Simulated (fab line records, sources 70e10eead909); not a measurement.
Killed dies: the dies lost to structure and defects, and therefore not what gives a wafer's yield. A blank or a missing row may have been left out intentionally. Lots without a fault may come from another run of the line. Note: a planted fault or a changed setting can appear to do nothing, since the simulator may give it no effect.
Comparing a struck lot with a sound one / flow nand_harc / 15 steps out of a route of 1302
Sound: the wafers L720.3, L720.5, L720.6. Struck: wafers L732.3, L732.5. (L732.6 of the same lot was not struck and is left out.) The cause comes at the end.
Each step with rows lists, per side, the tool, then ch with its chambers, then its first start. Under that, the readings that differ: sound wafers / struck wafers / difference of the means / sigmas: that difference in standard deviations of wafers without a fault.
alike: same words and numbers on both sides, and readings whose means sit less than 2 such deviations apart. not compared: any withheld reading, any reading some wafer has no value for, any bound like >300 that may hide the same value, and any number with overlapping values for which the record gives no deviation.
Wherever a step has rows on one side only, a row that says differs or no value, or a row with sigmas, the two part there. Numbers that don't overlap but have no deviation are shown without sigmas and don't part them. Lack of a reading on every wafer of one side parts them only where that side has two or more wafers.

NHARC_A_ONON_D2_THK_MEAS_14: measures by ellipsometry.
  sound: film_metro-01 at day 13 13:32; struck: film_metro-02 at day 18 05:31
  alike: thk_nm
then, 2 steps without rows for these wafers: NHARC_A_ONON_D2_ANNEAL_15 (time 3600 s); NHARC_A_ONON_D2_DEP_16 (target thk 1000 nm).
NHARC_A_ONON_D2_THK_MEAS_18: measures by ellipsometry.
  sound: film_metro-02 at day 13 20:57; struck: film_metro-02 at day 18 13:16
reading=thk_nm (nm); sound=993 994 996; struck=974 976; difference=-19; sigmas=-2
then, no rows for these wafers at 1 step: NHARC_A_ONON_D2_DEP_19 (target thk 1000 nm).
NHARC_A_ONON_D2_THK_MEAS_21: measures by ellipsometry.
  sound: film_metro-02 at day 13 21:31; struck: film_metro-02 at day 18 13:50
  alike: thk_nm
then, no rows for these wafers at 1 step: NHARC_A_ONON_D2_DEP_22 (target thk 1000 nm).
NHARC_A_ONON_D2_THK_MEAS_24: measures by ellipsometry.
  sound: film_metro-02 at day 13 22:05; struck: film_metro-02 at day 18 14:24
  alike: thk_nm
then, no rows for these wafers at 1 step: NHARC_A_ONON_D2_DEP_25 (target thk 1000 nm).
NHARC_A_ONON_D2_THK_MEAS_27: measures by ellipsometry.
  sound: film_metro-02 at day 13 22:38; struck: film_metro-02 at day 18 14:58
  alike: thk_nm
then, no rows for these wafers at 1 step: NHARC_A_ONON_D2_DEP_28 (target thk 1000 nm).
NHARC_A_ONON_D2_THK_MEAS_30: measures by ellipsometry.
  sound: film_metro-02 at day 13 23:13; struck: film_metro-01 at day 18 15:32
  alike: thk_nm
NHARC_A_ONON_D2_DEP_33: deposits SiO2, target thk 200 nm.
  sound on pecvd-01 ch 0,2, day 13 23:16; struck on pecvd-02 ch 1, day 18 15:36
reading=mfc_precursor_sccm (sccm); sound=161.2 161.2 161.0; struck=198.7 198.7; difference=+37.6; sigmas=+77
  alike: chamber_pressure_Torr, heater_power_outer_w, heater_power_w, throttle_valve_pct
NHARC_A_ONON_D2_THK_MEAS_34: measures by ellipsometry.
  sound: film_metro-01 at day 13 23:41; struck: film_metro-01 at day 18 16:01
reading=thk_nm (nm); sound=200.8 202.1 203.9; struck=241.8 246.7; difference=+42.0; sigmas=+14
next, for these wafers, 1 step has no rows: NHARC_END_SORT_01.

WHERE THEY PART
Last at NHARC_A_ONON_D2_THK_MEAS_34 as far as this record goes, first at NHARC_A_ONON_D2_THK_MEAS_18.

WHY: whatever the simulator had introduced
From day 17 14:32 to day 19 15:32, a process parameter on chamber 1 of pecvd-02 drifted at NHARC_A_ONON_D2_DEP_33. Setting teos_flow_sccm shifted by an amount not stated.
